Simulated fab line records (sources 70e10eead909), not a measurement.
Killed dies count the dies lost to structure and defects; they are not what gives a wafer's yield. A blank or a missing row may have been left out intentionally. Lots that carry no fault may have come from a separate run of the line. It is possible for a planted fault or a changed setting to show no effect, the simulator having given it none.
Which of the tools did it? | flow nandHarc | 6 lots with 18 wafers sampled at 3 steps, on a route of 1302 steps

## WHAT THE GAUGES READ, wafer by wafer
NHARC_P_GATE_CD_MEAS_91 targets a cd of 2000 nm.
lot  | measured     | on       | cdNm (nm)
L456 | day 7 13:11  | cdSem-02 | 2000.5 2003.6 2001.2
L460 | day 9 04:22  | cdSem-01 | 2056.8 2054.3 2053.6
L466 | day 11 20:26 | cdSem-03 | 2052.2 2051.3 2053.6
L468 | day 12 09:34 | cdSem-03 | 2001.9 2000.3 2000.9
L471 | day 13 15:45 | cdSem-01 | 2001.3 1998.4 1996.9
L473 | day 14 14:08 | cdSem-02 | 1998.8 1998.7 1998.6

## TOOL THAT RAN EACH LOT (tool first, then ch and the chambers of the sampled wafers, then the start)
lot  | NHARC_P_GATE_STRIP_76               | NHARC_P_GATE_EXPOSE_88
L456 | plasmaAsher-01 ch 0,1, day 7 12:17  | krfScanner-01 ch 0, day 7 13:02
L460 | plasmaAsher-02 ch 0,1, day 9 03:35  | krfScanner-01 ch 0, day 9 04:13
L466 | plasmaAsher-02 ch 0,1, day 11 19:30 | krfScanner-01 ch 0, day 11 20:16
L468 | plasmaAsher-02 ch 0,1, day 12 08:43 | krfScanner-04 ch 0, day 12 09:25
L471 | plasmaAsher-01 ch 0,1, day 13 14:49 | krfScanner-04 ch 0, day 13 15:35
L473 | plasmaAsher-01 ch 0,1, day 14 13:14 | krfScanner-03 ch 0, day 14 13:59
- NHARC_P_GATE_STRIP_76: strips in O2.
- NHARC_P_GATE_EXPOSE_88: exposes mask P HVN, target cd 2000 nm.

## THE ANSWER, worked out from the rows above alone
Rule: usual is defined by the lots themselves. The widest of any qualifying gaps counts: lots, ordered by their means at a reading, are off when they make up no more than a third of the lots, leave a main group of 4 or more, and stand apart from it by 3 or more times the standard deviation of that group's means. The tables above print the reading to a certain number of digits; a main group whose means all agree to those digits is not used. A lot without any number at a reading at which 4 lots or more have one is off too. The other lots that the step has rows for count as sound.
Off at NHARC_P_GATE_CD_MEAS_91 (cdNm): L460, L466. Mean 2000.1 nm and standard deviation 1.3 in the main group.
A tool fits if, at a process step before that reading, it ran every lot that is off, and no sound lot after the first of them. Those tools and the gauges at NHARC_P_GATE_CD_MEAS_91 are tried in the same way. One fits: NHARC_P_GATE_EXPOSE_88 on krfScanner-01. A fault onset in the window from L456 (day 7 13:02, its last sound lot) to L460 (day 9 04:13, its first lot off) fits.

## WHAT THE SIMULATOR HAD PUT IN
Process parameters drifting: krfScanner-01 at NHARC_P_GATE_EXPOSE_88, beginning at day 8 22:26. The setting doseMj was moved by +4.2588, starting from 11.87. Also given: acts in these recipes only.
Lots struck among those shown: L460, L466. The rule above found the same.
